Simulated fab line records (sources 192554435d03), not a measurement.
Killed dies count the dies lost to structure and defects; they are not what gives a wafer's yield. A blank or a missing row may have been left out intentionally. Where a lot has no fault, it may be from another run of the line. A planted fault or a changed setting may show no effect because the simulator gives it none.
fab line records -- flow n5Finfet
record lots=5, wafers=15, lastDay=17
route steps=1938 shown SD_EPI_N@280 BEOL_M4@1111
lots untouched by any fault: they come from a run of this same line in which no faults occurred
startH: the number of hours between the record's first day and the start of the first shown wafer of the lot -- waitH: time in hours since the lot's previous step -- " unchanged from the row above -- L1.1+2: several wafers, shown together as one row -- - no value, or no start was given -- * or withheld: withheld -- < > ~ a bound
route shown NAME@n: NAME is a module with steps in the file, n the number in the route of the first one -- usual: the fault-free wafers' mean and standard deviation -- same: alike in all rows -- chamber/n: place in a boat -- sites: readings site by site -- _std_site: standard deviation across them -- _edge_site: mean of outer sites minus mean of inner sites -- radiusMm: how far each site lies from the wafer's centre -- mask NAME#n: copy n -- behind: the most recent tool/chamber to have shaped the wafer -- hold: the reason the lot was held/the length of the hold in hours/how it ended -- device: the transistor (n, p or np) that didn't switch -- end of line: the route-end tests of the same wafers -- step lacking rows: just its recipe -- killed: dies that structure and defects cost at the first sort, which is not the same as the wafer's yield -- map: shows each die of a wafer: x if killed, . if not, _ if none is there
set.NAME: the setting the step ran with; set.NAME@STEP: the setting that earlier step ran with -- model.NAME: the simulator's own value behind a step, which no gauge read
lots seen at some steps along the route; tables by step, rows by wafer
services: when a tool's chamber went out of use (startH, in hours from the record's first day, below 0 if earlier), for how many hours, and the reason
## steps
# step N5_SD_EPI_N_STRIP_47
# recipe chemistry=CHF3/O2, resist=SiARC, rfFrequencyHz=6e+07
# step N5_SD_EPI_N_SD_RECESS_17
# recipe chemistry=HBr/Cl2/O2, targetDepthA=410, maskMaterial=SOC, timeS=23.7, btTimeS=3, pressureMtorr=10, icpW=800, biasW=112, HBr_flow_sccm=150, Cl2_flow_sccm=80, O2_flow_sccm=12
# usual drypumpMotorCurrentA=5.9/0.47, oesProductAu=1.005/0.018, throttleValvePct=37.1/0.36
lot.wafer,tool,chamber,startH,waitH,drypumpMotorCurrentA,oesProductAu,rfHoursCounterH,throttleValvePct
L987.3,rieSi-05,1,81.15,0.0,6.1,1.025,98,37.7
L987.5,rieSi-05,3,81.15,0.0,6.1,0.996,-,36.8
L987.6,rieSi-05,2,81.15,0.0,6.8,0.979,-,37.4
L998.2,rieSi-06,3,146.65,0.0,5.6,1.018,159,36.9
L998.4,rieSi-06,0,146.65,0.0,5.1,1.004,67,37.2
L998.5,rieSi-06,2,146.65,0.0,6.2,1.026,-,37.1
L999.1,rieSi-05,3,154.19,0.0,6.1,0.996,39,36.8
L999.3,rieSi-05,0,154.19,0.0,5.3,0.981,1,36.7
L999.4,rieSi-05,1,154.19,0.0,6.0,1.018,100,37.7
L100.2,rieSi-05,0,156.58,0.0,5.3,0.977,1,36.7
L100.3,rieSi-05,2,156.58,0.0,6.7,0.988,3,37.5
L100.4,rieSi-05,3,156.58,0.0,6.2,0.992,39,36.8
L102.1,rieSi-04,0,169.75,0.0,5.9,0.981,25,36.8
L102.3,rieSi-04,2,169.75,0.0,6.4,1.040,110,37.6
L102.4,rieSi-04,3,169.75,0.0,5.4,1.024,142,37.1
# step N5_SD_EPI_N_STRIP_38
# recipe chemistry=N2/H2, powerW=1000, tempC=250, h2Frac=0.65, overashFraction=0.3, pressureMtorr=withheld, n2FlowSccm=1750, h2FlowSccm=3250
# usual drypumpMotorCurrentA=5.7/0.47, heaterPowerW=336/22, oesProductAu=0.760/0.011
lot.wafer,tool,chamber,startH,waitH,drypumpMotorCurrentA,heaterPowerW,oesProductAu,rfHoursCounterH
L987.3,plasmaAsher-01,1,81.26,0.1,4.8,293,0.768,-
L987.5,plasmaAsher-01,0,81.26,0.1,5.6,355,0.747,-
L987.6,plasmaAsher-01,1,81.26,0.1,4.8,298,0.758,-
L998.2,plasmaAsher-02,0,146.75,0.1,6.1,350,0.755,51
L998.4,plasmaAsher-02,1,146.75,0.1,5.9,334,0.782,-
L998.5,plasmaAsher-02,0,146.75,0.1,6.1,348,0.759,-
L999.1,plasmaAsher-02,0,154.29,0.1,6.1,343,0.770,53
L999.3,plasmaAsher-02,0,154.29,0.1,6.1,351,0.756,-
L999.4,plasmaAsher-02,1,154.29,0.1,5.9,342,0.770,-
L100.2,plasmaAsher-01,0,156.68,0.1,5.6,361,0.788,101
L100.3,plasmaAsher-01,0,156.68,0.1,5.6,369,0.744,-
L100.4,plasmaAsher-01,1,156.68,0.1,4.8,289,0.742,-
L102.1,plasmaAsher-02,0,169.85,0.1,6.1,345,0.745,57
L102.3,plasmaAsher-02,1,169.85,0.1,5.9,336,0.751,-
L102.4,plasmaAsher-02,0,169.85,0.1,6.1,338,0.745,-
# step N5_SD_EPI_N_WET_ETCH_43
# recipe chemistry=dHF, dilution=withheld, timeS=14, target=SiO2, targetDepthA=15, tempC=25
# step N5_SD_EPI_N_STRIP_18
# recipe chemistry=SPM, timeS=750, tempC=130, h2so4H2o2VolRatio=4
# step N5_SD_EPI_N_SRD_20
# recipe dry=ipaMarangoni, doPpb=5, timeS=30, tempC=23, rinseLiquid=diw
# step N5_SD_EPI_N_PRECLEAN_48
# recipe chemistry=NF3:NH3, afsCycles=2, tempC=30, timeS=20, sublimationTempC=180, sublimationTimeS=60, pressureTorr=3, rfPowerW=30
# step N5_SD_EPI_N_VAPOR_ETCH_50
# recipe chemistry=HCl, target=Si, tempC=775, timeS=54, pressureTorr=20, mode=isotropic
# usual throttleValvePct=11.41/0.17
lot.wafer,tool,chamber,startH,waitH,throttleValvePct
L987.3,epiRpcvd-01,0,82.01,0.2,11.54
L987.5,epiRpcvd-01,0,82.01,0.2,11.27
L987.6,epiRpcvd-01,0,82.01,0.2,11.20
L998.2,epiRpcvd-01,0,147.64,0.4,11.16
L998.4,epiRpcvd-01,0,147.64,0.4,11.29
L998.5,epiRpcvd-01,0,147.64,0.4,11.25
L999.1,epiRpcvd-03,0,155.00,0.3,11.43
L999.3,epiRpcvd-03,0,155.00,0.3,11.23
L999.4,epiRpcvd-03,0,155.00,0.3,11.58
L100.2,epiRpcvd-04,0,157.55,0.4,11.28
L100.3,epiRpcvd-04,0,157.55,0.4,11.42
L100.4,epiRpcvd-04,0,157.55,0.4,11.57
L102.1,epiRpcvd-04,0,170.56,0.3,11.45
L102.3,epiRpcvd-04,0,170.56,0.3,11.81
L102.4,epiRpcvd-04,0,170.56,0.3,11.45
# step N5_SD_EPI_N_EPI_21
# recipe material=Si:P, dopant=P, tempC=680, pressureTorr=255, timeS=690
# step N5_SD_EPI_N_EPI_MEAS_23
# recipe mode=xrd
# usual thkNm=59.1/1.2
lot.wafer,tool,chamber,startH,waitH,thkNm
L987.3,filmMetro-02,-,83.85,0.9,58.1
L987.5,filmMetro-02,-,83.85,0.9,59.0
L987.6,filmMetro-02,-,83.85,0.9,58.0
L998.2,filmMetro-02,-,150.12,1.5,60.9
L998.4,filmMetro-02,-,150.12,1.5,58.0
L998.5,filmMetro-02,-,150.12,1.5,59.5
L999.1,filmMetro-02,-,157.51,1.9,59.7
L999.3,filmMetro-02,-,157.51,1.9,61.1
L999.4,filmMetro-02,-,157.51,1.9,59.2
L100.2,filmMetro-01,-,160.03,1.5,57.4
L100.3,filmMetro-01,-,160.03,1.5,57.2
L100.4,filmMetro-01,-,160.03,1.5,59.0
L102.1,filmMetro-02,-,172.46,1.4,61.4
L102.3,filmMetro-02,-,172.46,1.4,59.3
L102.4,filmMetro-02,-,172.46,1.4,59.9
# step N5_SD_EPI_N_PRECLEAN_24
# recipe chemistry=O3/DIW, timeS=60, tempC=22, o3Ppm=10
# step N5_SD_EPI_N_SRD_25
# recipe timeS=30, tempC=23, rinseLiquid=diw, dry=ipaMarangoni
# step N5_SD_EPI_N_PRECLEAN_49
# recipe chemistry=NF3:NH3, afsCycles=1, tempC=30, timeS=20, sublimationTempC=180, sublimationTimeS=60, pressureTorr=3, rfPowerW=30
# usual rfPowerW=29.97/0.091, tempC=29.98/0.094
# same sublimationTimeS=60
lot.wafer,tool,chamber,startH,waitH,rfPowerW,tempC
L987.3,remotePlasma-01,1,84.01,0.1,29.84,31.32
L987.5,remotePlasma-01,1,84.01,0.1,29.94,31.34
L987.6,remotePlasma-01,1,84.01,0.1,30.03,31.36
L998.2,remotePlasma-01,0,150.25,0.1,30.13,29.91
L998.4,remotePlasma-01,0,150.25,0.1,30.07,29.99
L998.5,remotePlasma-01,0,150.25,0.1,30.10,29.94
L999.1,remotePlasma-01,1,157.62,0.0,29.84,29.99
L999.3,remotePlasma-01,1,157.62,0.0,29.90,29.98
L999.4,remotePlasma-01,1,157.62,0.0,29.93,29.94
L100.2,remotePlasma-02,1,160.16,0.1,29.97,30.10
L100.3,remotePlasma-02,1,160.16,0.1,29.81,30.03
L100.4,remotePlasma-02,1,160.16,0.1,29.75,30.09
L102.1,remotePlasma-02,1,172.56,0.0,29.97,29.76
L102.3,remotePlasma-02,1,172.56,0.0,29.74,29.91
L102.4,remotePlasma-02,1,172.56,0.0,29.95,29.98
# step N5_SD_EPI_N_LINER_46
# recipe material=SiNx, targetThkA=30, tempC=400, aldPrecursorFamily=SiH2I2, aldCoReactant=N2/H2-plasma, pressureTorr=2
# usual heaterPowerW=834/98
lot.wafer,tool,chamber,startH,waitH,heaterPowerW
L987.3,aldSin-04,0,84.16,0.1,647
L987.5,aldSin-04,0,84.16,0.1,644
L987.6,aldSin-04,1,84.16,0.1,775
L998.2,aldSin-04,1,150.42,0.1,751
L998.4,aldSin-04,2,150.42,0.1,934
L998.5,aldSin-04,2,150.42,0.1,924
L999.1,aldSin-04,1,158.08,0.4,744
L999.3,aldSin-04,0,158.08,0.4,661
L999.4,aldSin-04,2,158.08,0.4,929
L100.2,aldSin-03,3,160.33,0.1,901
L100.3,aldSin-03,0,160.33,0.1,889
L100.4,aldSin-03,0,160.33,0.1,884
L102.1,aldSin-03,1,172.76,0.2,880
L102.3,aldSin-03,0,172.76,0.2,866
L102.4,aldSin-03,1,172.76,0.2,864
# step N5_BEOL_M4_RC_MEAS_101
# usual DIBL_N=36.4/1.4, DIBL_P=36.4/1.5, IOFF_N=0.156/0.022, IOFF_P=0.210/0.023, ION_N=675/9.1, ION_P=463/5.7, SS_N=71.6/0.45, SS_P=73.3/0.56, VT_N=250/3.1, VT_P=-250.3/2.3
lot.wafer,tool,chamber,startH,waitH,DIBL_N[mV/V],DIBL_P[mV/V],IOFF_N[nA/um],IOFF_P[nA/um],ION_N[uA/um],ION_P[uA/um],SS_N[mV/dec],SS_P[mV/dec],VT_N[mV],VT_P[mV]
L987.3,prober-01,0,224.19,0.3,36.2,36.9,0.182,0.227,678,463,71.5,73.5,246,-249.8
L987.5,prober-01,0,224.19,0.3,33.7,35.0,0.139,0.194,672,464,70.9,71.9,249,-250.3
L987.6,prober-01,0,224.19,0.3,36.1,38.1,0.190,0.258,694,476,71.9,73.3,243,-247.5
L998.2,prober-01,0,289.78,0.2,38.1,38.4,0.167,0.220,678,463,71.5,73.4,249,-250.6
L998.4,prober-01,0,289.78,0.2,38.1,39.1,0.174,0.231,682,470,71.3,73.8,251,-248.8
L998.5,prober-01,0,289.78,0.2,38.7,39.1,0.185,0.227,684,466,72.0,72.6,248,-251.4
L999.1,prober-01,0,301.31,0.0,36.6,36.1,0.158,0.193,689,465,71.4,73.9,250,-250.6
L999.3,prober-01,0,301.31,0.0,36.9,36.0,0.150,0.195,678,462,71.5,73.6,248,-252.7
L999.4,prober-01,0,301.31,0.0,36.1,35.3,0.148,0.180,682,461,71.5,73.0,249,-253.8
L100.2,prober-02,0,306.25,0.2,38.1,36.5,0.167,0.231,679,466,71.3,73.3,251,-248.7
L100.3,prober-02,0,306.25,0.2,36.9,35.3,0.149,0.216,675,465,71.3,72.9,251,-249.1
L100.4,prober-02,0,306.25,0.2,36.9,35.2,0.148,0.219,671,469,71.4,72.7,254,-251.0
L102.1,prober-02,0,315.33,0.0,33.9,33.7,0.121,0.188,673,464,70.9,73.8,250,-250.0
L102.3,prober-02,0,315.33,0.0,36.1,36.5,0.162,0.218,678,469,72.2,73.7,252,-247.1
L102.4,prober-02,0,315.33,0.0,34.8,34.6,0.134,0.194,666,462,70.8,72.9,252,-249.0
## services
tool,chamber,startH,hours,kind
plasmaAsher-01,-,60.53,2.8,pm
rieSi-05,-,64.55,15.6,pm
epiRpcvd-03,-,64.56,0.8,repair
rieSi-05,0,80.15,-,clean
rieSi-05,0,80.15,28.7,scheduledDown
rieSi-05,0,80.15,28.7,ventCycle
rieSi-06,-,83.31,4.3,pm
aldSin-04,-,87.09,14.0,pm
aldSin-04,0,87.09,14.0,ventCycle
aldSin-04,1,87.09,14.0,ventCycle
aldSin-04,2,87.09,14.0,ventCycle
aldSin-04,3,87.09,14.0,ventCycle
epiRpcvd-04,-,95.07,0.8,repair
aldSin-04,0,101.09,-,clean
epiRpcvd-04,-,112.94,0.9,repair
epiRpcvd-03,-,117.13,2.7,repair
remotePlasma-02,-,128.91,1.0,repair
epiRpcvd-01,-,140.81,6.0,pm
plasmaAsher-01,-,141.64,8.8,repair
remotePlasma-02,-,155.61,1.0,repair
aldSin-03,2,156.64,36.8,repair
epiRpcvd-03,-,158.25,6.0,pm
epiRpcvd-03,-,164.25,8.1,pm
remotePlasma-02,-,170.31,0.3,repair
## key
firstSign step=N5_SD_EPI_N_PRECLEAN_49, reading=tempC, direction=up, sigmas=14, usual=*, struck=*
effect none on later readings
metAt N5_SD_EPI_N_PRECLEAN_49
struckWafers L987.3,L987.5,L987.6
fault kind=processParameterDrift, tool=remotePlasma-01, chamber=1, onsetH=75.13, steps=N5_SD_EPI_N_PRECLEAN_49, channel=tempC, offset=*, shape=step, endH=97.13, actsIn=*, stated=*
